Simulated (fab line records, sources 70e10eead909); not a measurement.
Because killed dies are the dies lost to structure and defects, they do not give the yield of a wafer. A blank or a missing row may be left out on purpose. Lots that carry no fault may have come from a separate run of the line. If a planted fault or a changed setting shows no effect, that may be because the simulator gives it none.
fab line records	flow nandHarc
record lots=6	wafers=18	lastDay=33
route steps=1302 shown A_CHANNEL_HOLE_D1@456
lots that met no fault: taken from a fault-free run of the same line
startH: the number of hours between the record's first day and the start of the first shown wafer of the lot	waitH: how many hours have passed since the lot's step before this one	" as in the row above	L1.1+2: one row covering several wafers at once	- value missing, or start not given	* or withheld: withheld	< > ~ a bound
route shown NAME@n: names a module that has steps shown in the file, with the first one's number in the route	usual: average and standard deviation across the fault-free wafers	same: alike in all rows	chamber/n: place in a boat	sites: per-site readings	_std_site: the standard deviation of these	_edge_site: inner sites' mean taken away from outer sites' mean	radiusMm: for every site, how far away it sits from the centre of the wafer	mask NAME#n: copy n	behind: tool/chamber where the wafer was last shaped	hold: why the lot was held/for how many hours/how that ended	device: transistor that didn't switch, given as n, p or np	end of line: tests of these same wafers at the route's end	a step given without rows: its recipe and nothing more	killed: not the wafer's yield, but the dies lost to structure and defects at the first sort	map: the dies of a wafer, with x for killed, . for not killed, _ for no die there
set.NAME: the setting as run; set.NAME@STEP: as run at that earlier step	model.NAME: the simulator's own value behind a step, which no gauge read
lots seen at some steps along the route; tables by step, rows by wafer
services: when a tool's chamber went out of use (startH, in hours from the record's first day, below 0 if earlier), for how many hours, and the reason
## steps
# step NHARC_A_CHANNEL_HOLE_D1_COAT_04
# recipe spinRpm=1500	resistThkNm=90
# step NHARC_A_CHANNEL_HOLE_D1_SOFTBAKE_05
# recipe tempC=105	timeS=55
# step NHARC_A_CHANNEL_HOLE_D1_EBR_06
# step NHARC_A_CHANNEL_HOLE_D1_EXPOSE_07
# recipe na=1.35	targetCdNm=100	sigmaOuter=0.3	doseMj=59.65	maskId=HOLE_D1
# step NHARC_A_CHANNEL_HOLE_D1_PEB_08
# recipe pebTempC=100	pebTimeS=65
# step NHARC_A_CHANNEL_HOLE_D1_DEVELOP_09
# recipe developTimeS=35	devTempC=23
# step NHARC_A_CHANNEL_HOLE_D1_CD_MEAS_10
# recipe targetCdNm=100	landingEnergyEv=500
# usual cdNm=100.0/0.54
lot.wafer	tool	chamber	startH	waitH	cdNm
L659.1	cdSem-02	0	202.59	-	100.4
L659.3	"	0	"	"	100.0
L659.5	"	0	"	"	99.6
L666.1	cdSem-03	0	273.81	-	99.2
L666.3	"	0	"	"	100.4
L666.5	"	0	"	"	99.8
L668.1	cdSem-01	0	283.97	-	99.2
L668.3	"	0	"	"	100.1
L668.5	"	0	"	"	100.0
L669.1	cdSem-01	0	295.97	-	100.0
L669.2	"	0	"	"	100.1
L669.4	"	0	"	"	99.5
L678.1	cdSem-02	0	393.21	-	99.9
L678.2	"	0	"	"	100.6
L678.5	"	0	"	"	100.6
L680.1	cdSem-02	0	418.73	-	99.5
L680.2	"	0	"	"	99.8
L680.6	"	0	"	"	99.8
# step NHARC_A_CHANNEL_HOLE_D1_OVL_MEAS_11
# usual overlayXNm=0.0/0.8	overlayYNm=-0.1/0.96
lot.wafer	tool	chamber	startH	waitH	overlayXNm	overlayYNm
L659.1	overlay-02	-	202.68	-	1.0	0.9
L659.3	"	-	"	"	0.9	1.5
L659.5	"	-	"	"	0.6	1.7
L666.1	overlay-01	-	273.90	-	0.3	-0.9
L666.3	"	-	"	"	0.1	-0.5
L666.5	"	-	"	"	0.1	-1.1
L668.1	overlay-02	-	284.06	-	0.7	0.8
L668.3	"	-	"	"	1.0	1.1
L668.5	"	-	"	"	0.3	0.5
L669.1	overlay-01	-	296.06	-	1.2	0.4
L669.2	"	-	"	"	0.7	0.8
L669.4	"	-	"	"	0.8	0.0
L678.1	overlay-01	-	393.30	-	0.6	0.9
L678.2	"	-	"	"	0.9	1.2
L678.5	"	-	"	"	1.1	1.0
L680.1	overlay-02	-	418.82	-	-1.9	-1.4
L680.2	"	-	"	"	-1.2	-1.2
L680.6	"	-	"	"	-1.6	-1.1
# step NHARC_A_CHANNEL_HOLE_D1_INSPECT_12
# usual rawDefectCount=6/3.4
lot.wafer	tool	chamber	startH	waitH	rawDefectCount
L659.1	defectInspect-02	-	202.72	0.0	10
L659.3	"	-	"	"	7
L659.5	"	-	"	"	2
L666.1	defectInspect-01	-	273.93	0.0	8
L666.3	"	-	"	"	4
L666.5	"	-	"	"	8
L668.1	defectInspect-02	-	284.10	0.0	5
L668.3	"	-	"	"	5
L668.5	"	-	"	"	11
L669.1	defectInspect-02	-	296.09	0.0	3
L669.2	"	-	"	"	3
L669.4	"	-	"	"	4
L678.1	defectInspect-02	-	393.34	0.0	9
L678.2	"	-	"	"	8
L678.5	"	-	"	"	5
L680.1	defectInspect-02	-	418.85	0.0	2
L680.2	"	-	"	"	4
L680.6	"	-	"	"	5
# step NHARC_A_CHANNEL_HOLE_D1_DESCUM_15
# recipe timeS=3	o2FlowSccm=200	arFlowSccm=0	biasPowerW=0	chemistry=O2
# usual drypumpMotorCurrentA=5.7/0.5	oesProductAu=1.000/0.013	rfVppV=57.9/0.88	showerheadPlenumPTorr=1.94/0.071	throttleValvePct=11.311/0.009
lot.wafer	tool	chamber	startH	waitH	drypumpMotorCurrentA	oesProductAu	rfHoursCounterH	rfVppV	showerheadPlenumPTorr	throttleValvePct
L659.3	rieDiel-09	0	202.78	0.1	5.6	1.006	2	56.6	1.99	11.312
L659.1	"	3	"	"	4.8	0.985	5	57.1	1.91	11.314
L659.5	"	0	"	"	5.6	1.016	-	57.5	1.99	11.301
L666.3	rieDiel-09	0	274.01	0.1	5.7	1.001	8	57.2	1.98	11.313
L666.1	"	2	"	"	5.8	0.997	13	58.3	2.02	11.319
L666.5	"	0	"	"	5.7	0.995	-	58.6	1.98	11.309
L668.1	rieDiel-09	0	284.16	0.1	5.6	1.003	10	57.0	1.98	11.307
L668.3	"	3	"	"	4.9	0.989	13	58.4	1.90	11.307
L668.5	"	2	"	"	5.7	0.996	-	57.8	2.02	11.322
L669.2	rieDiel-09	1	296.15	0.1	6.3	1.008	7	58.6	2.00	11.312
L669.4	"	3	"	"	4.8	0.981	15	57.7	1.90	11.308
L669.1	"	0	"	"	5.6	1.006	11	57.8	1.98	11.320
L678.1	rieDiel-09	3	393.42	0.1	4.8	0.991	4	57.8	1.90	11.305
L678.2	"	0	"	"	5.6	1.010	4	57.7	1.98	11.311
L678.5	"	1	"	"	6.3	1.013	-	57.6	2.00	11.322
L680.2	rieDiel-07	1	418.92	0.1	6.6	1.007	22	56.8	1.99	11.301
L680.1	"	2	"	"	5.9	1.015	34	58.8	1.86	11.304
L680.6	"	1	"	"	6.6	1.005	-	57.3	1.99	11.307
# step NHARC_A_CHANNEL_HOLE_D1_ETCH_38
# recipe targetDepthA=390	overEtchFrac=0.3	timeS=65	ionEnergyEv=80	cf4FlowSccm=150	arFlowSccm=0	rfW=300	biasW=100	chemistry=CF4
# usual drypumpMotorCurrentA=5.7/0.51	oesProductAu=0.997/0.013	rfVppV=151.6/1.1	showerheadPlenumPTorr=1.79/0.062	throttleValvePct=13.284/0.0079
lot.wafer	tool	chamber	startH	waitH	drypumpMotorCurrentA	oesProductAu	rfHoursCounterH	rfVppV	showerheadPlenumPTorr	throttleValvePct
L659.1	rieDiel-09	3	202.87	0.1	4.8	0.985	5	150.7	1.76	13.288
L659.3	"	1	"	"	6.4	1.023	2	152.7	1.85	13.289
L659.5	"	3	"	"	4.9	0.983	-	152.6	1.76	13.280
L666.1	rieDiel-09	3	274.11	0.1	4.8	0.978	11	151.2	1.76	13.279
L666.3	"	0	"	"	5.6	1.004	8	152.8	1.83	13.282
L666.5	"	0	"	"	5.6	1.008	-	150.3	1.83	13.291
L668.3	rieDiel-09	0	284.26	0.1	5.6	1.010	10	152.7	1.83	13.272
L668.1	"	3	"	"	4.9	0.977	13	151.0	1.76	13.291
L668.5	"	0	"	"	5.6	1.011	-	151.2	1.83	13.283
L669.4	rieDiel-09	0	296.24	0.1	5.7	1.008	11	151.5	1.83	13.288
L669.2	"	1	"	"	6.3	1.014	7	152.5	1.84	13.282
L669.1	"	2	"	"	5.7	0.988	16	152.7	1.86	13.284
L678.1	rieDiel-09	1	393.48	0.1	6.3	0.997	2	153.4	1.84	13.299
L678.2	"	3	"	"	4.9	0.993	4	151.0	1.76	13.264
L678.5	"	1	"	"	6.3	0.988	-	150.5	1.84	13.283
L680.1	rieDiel-07	0	419.01	0.1	5.7	1.000	28	149.7	1.72	13.290
L680.2	"	1	"	"	6.6	1.006	22	152.5	1.84	13.277
L680.6	"	2	"	"	5.9	1.020	-	151.4	1.72	13.265
# step NHARC_A_CHANNEL_HOLE_D1_ETCH_39
# recipe targetDepthA=2600	overEtchFrac=0.3	timeS=325	ionEnergyEv=200	n2FlowSccm=150	h2FlowSccm=150	arFlowSccm=0	rfW=400	biasW=150	chemistry=N2/H2
# usual drypumpMotorCurrentA=5.6/0.51	oesProductAu=0.997/0.011	rfVppV=431.2/2.4	showerheadPlenumPTorr=2.06/0.08	throttleValvePct=14.173/0.0085
lot.wafer	tool	chamber	startH	waitH	drypumpMotorCurrentA	oesProductAu	rfHoursCounterH	rfVppV	showerheadPlenumPTorr	throttleValvePct
L659.1	rieDiel-09	3	-	-	4.9	0.987	5	430.9	2.03	14.177
L659.3	"	0	"	"	5.7	1.002	2	432.3	2.12	14.145
L659.5	"	3	"	"	4.8	0.978	-	431.6	2.03	14.182
L666.1	rieDiel-09	2	-	-	5.7	0.997	13	435.0	2.15	14.172
L666.3	"	3	"	"	4.9	0.987	11	431.9	2.03	14.174
L666.5	"	0	"	"	5.7	1.008	-	432.0	2.12	14.183
L668.3	rieDiel-09	0	-	-	5.6	1.007	10	433.3	2.12	14.183
L668.1	"	2	"	"	5.8	0.989	15	431.5	2.15	14.169
L668.5	"	3	"	"	4.9	0.983	-	430.6	2.03	14.174
L669.2	rieDiel-09	2	-	-	5.7	1.000	16	432.7	2.15	14.177
L669.4	"	0	"	"	5.6	1.012	11	433.0	2.12	14.187
L669.1	"	1	"	"	6.4	1.016	7	433.6	2.14	14.173
L678.1	rieDiel-09	1	-	-	6.3	0.990	2	434.0	2.14	14.178
L678.2	"	0	"	"	5.6	1.004	4	433.3	2.11	14.183
L678.5	"	1	"	"	6.3	0.998	-	434.9	2.14	14.169
L680.2	rieDiel-07	3	-	-	5.6	0.998	34	425.3	1.88	14.165
L680.1	"	0	"	"	5.8	0.996	28	428.1	1.97	14.185
L680.6	"	2	"	"	5.9	1.010	-	429.0	1.98	14.179
# step NHARC_A_CHANNEL_HOLE_D1_ETCH_34
# recipe targetDepthA=1540	timeS=77	cf4FlowSccm=100	chf3FlowSccm=30	arFlowSccm=0	rfW=500	biasW=200	chemistry=CF4/CHF3
# usual drypumpMotorCurrentA=5.6/0.51	oesProductAu=0.944/0.024	rfVppV=371.1/2	showerheadPlenumPTorr=1.59/0.057	throttleValvePct=16.802/0.0097
lot.wafer	tool	chamber	startH	waitH	drypumpMotorCurrentA	oesProductAu	rfHoursCounterH	rfVppV	showerheadPlenumPTorr	throttleValvePct
L659.3	rieDiel-09	2	203.21	-	5.7	0.938	5	375.2	1.66	16.793
L659.1	"	1	"	"	6.3	0.971	2	374.1	1.64	16.791
L659.5	"	3	"	"	4.8	0.934	-	369.9	1.57	16.808
L666.3	rieDiel-09	0	274.95	-	5.6	0.921	8	372.9	1.63	16.800
L666.1	"	3	"	"	4.8	0.900	12	369.2	1.57	16.809
L666.5	"	0	"	"	5.6	0.923	-	372.8	1.63	16.779
L668.1	rieDiel-09	0	284.67	-	5.6	0.938	10	374.0	1.63	16.797
L668.3	"	2	"	"	5.7	0.920	15	373.5	1.65	16.786
L668.5	"	0	"	"	5.6	0.847	-	374.8	1.63	16.802
L669.1	rieDiel-09	2	296.58	-	5.7	0.908	17	372.5	1.65	16.801
L669.4	"	3	"	"	4.8	0.909	15	370.4	1.56	16.806
L669.2	"	0	"	"	5.6	0.824	12	372.7	1.63	16.805
L678.1	rieDiel-09	0	393.84	-	5.6	0.938	4	371.2	1.63	16.803
L678.2	"	1	"	"	6.3	0.931	3	372.2	1.64	16.799
L678.5	"	2	"	"	5.7	0.921	-	372.6	1.65	16.801
L680.2	rieDiel-07	2	419.34	-	5.9	0.995	34	368.4	1.53	16.793
L680.1	"	0	"	"	5.7	0.960	28	369.1	1.53	16.790
L680.6	"	2	"	"	5.9	0.987	-	368.0	1.53	16.817
# step NHARC_A_CHANNEL_HOLE_D1_ETCH_16
# recipe targetDepthA=31000	overEtchFrac=0.3	timeS=806	ionEnergyEv=150	o2FlowSccm=400	cosFlowSccm=20	arFlowSccm=0	rfW=500	biasW=300	chemistry=O2/COS
# usual drypumpMotorCurrentA=5.6/0.5	oesProductAu=0.996/0.012	rfVppV=314.7/1.8	showerheadPlenumPTorr=3.15/0.11	throttleValvePct=28.329/0.009
lot.wafer	tool	chamber	startH	waitH	drypumpMotorCurrentA	oesProductAu	rfHoursCounterH	rfVppV	showerheadPlenumPTorr	throttleValvePct
L659.3	rieDiel-09	3	-	-	4.9	0.975	5	314.4	3.11	28.344
L659.1	"	0	"	"	5.6	0.994	2	317.8	3.23	28.325
L659.5	"	3	"	"	4.8	0.963	-	314.3	3.11	28.329
L666.3	rieDiel-09	0	-	-	5.7	1.002	9	317.9	3.23	28.334
L666.1	"	2	"	"	5.7	0.998	13	315.5	3.28	28.315
L666.5	"	0	"	"	5.7	0.999	-	317.5	3.23	28.328
L668.1	rieDiel-09	2	-	-	5.7	0.990	15	316.7	3.28	28.331
L668.3	"	0	"	"	5.6	1.003	10	315.1	3.23	28.334
L668.5	"	2	"	"	5.7	0.994	-	316.4	3.28	28.324
L669.4	rieDiel-09	0	-	-	5.7	1.011	12	315.8	3.23	28.333
L669.1	"	1	"	"	6.3	1.011	8	314.2	3.26	28.321
L669.2	"	2	"	"	5.7	0.997	17	315.4	3.28	28.324
L678.1	rieDiel-09	2	-	-	5.8	0.990	4	316.7	3.28	28.330
L678.2	"	0	"	"	5.7	1.001	4	314.3	3.23	28.323
L678.5	"	2	"	"	5.8	0.982	-	315.9	3.28	28.326
L680.1	rieDiel-07	0	-	-	5.8	1.000	29	311.5	3.03	28.330
L680.2	"	2	"	"	5.9	1.002	34	312.5	3.04	28.326
L680.6	"	0	"	"	5.8	0.995	-	314.0	3.03	28.333
## services
tool	chamber	startH	hours	kind
rieDiel-09	1	180.14	17.5	repair
rieDiel-09	0	183.94	16.0	repair
rieDiel-09	0	201.10	-	clean
rieDiel-09	1	201.10	-	clean
rieDiel-09	2	201.10	-	clean
rieDiel-09	3	201.10	-	clean
rieDiel-07	-	209.11	3.7	repair
rieDiel-09	3	217.30	9.9	repair
rieDiel-09	0	225.60	-	clean
rieDiel-09	1	225.60	-	clean
rieDiel-09	2	225.60	-	clean
rieDiel-09	0	250.10	-	clean
rieDiel-09	1	250.10	-	clean
rieDiel-09	1	255.39	4.3	repair
rieDiel-07	-	256.10	1.2	repair
rieDiel-07	1	264.02	4.4	repair
rieDiel-09	1	266.29	18.7	repair
rieDiel-07	-	294.39	9.0	pm
rieDiel-09	-	320.10	9.0	pm
rieDiel-07	1	332.23	22.9	repair
rieDiel-07	0	334.75	6.6	repair
rieDiel-09	1	349.39	13.8	repair
rieDiel-09	3	373.33	1.9	repair
rieDiel-09	3	418.48	2.7	repair
## key
firstSign step=NHARC_A_CHANNEL_HOLE_D1_ETCH_34	reading=oesProductAu	direction=down	sigmas=4.5	usual=0.944	struck=0.835
effect none on later readings
metAt NHARC_A_CHANNEL_HOLE_D1_ETCH_34
struckWafers L668.5,L669.2
laterRowsLeftOut L668.5,L669.2
sortLeftOut L668.5,L669.2
testerLeftOut L668,L669
onsetBetween 274.95 284.67
fault kind=processParameterDrift	tool=rieDiel-09	chamber=-	onsetH=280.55	steps=NHARC_A_CHANNEL_HOLE_D1_ETCH_34	channel=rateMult	offset=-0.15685	shape=step	endH=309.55	scope=struckWafersOnly
# testerLeftOut: of these lots the tester's yield and bins aren't shown, on N5 and GAA mostly nor the transistor test; their killed dies are dies lost to structure and defects alone, not to doping, threshold or leakage, so they don't give the yield
# sortLeftOut: the simulated sort isn't trusted on such a fault, so these wafers' sort isn't shown, and their yield isn't known
# laterRowsLeftOut: the simulator's readings of these wafers behind a module that went badly wrong aren't trusted and aren't shown, but for the sort
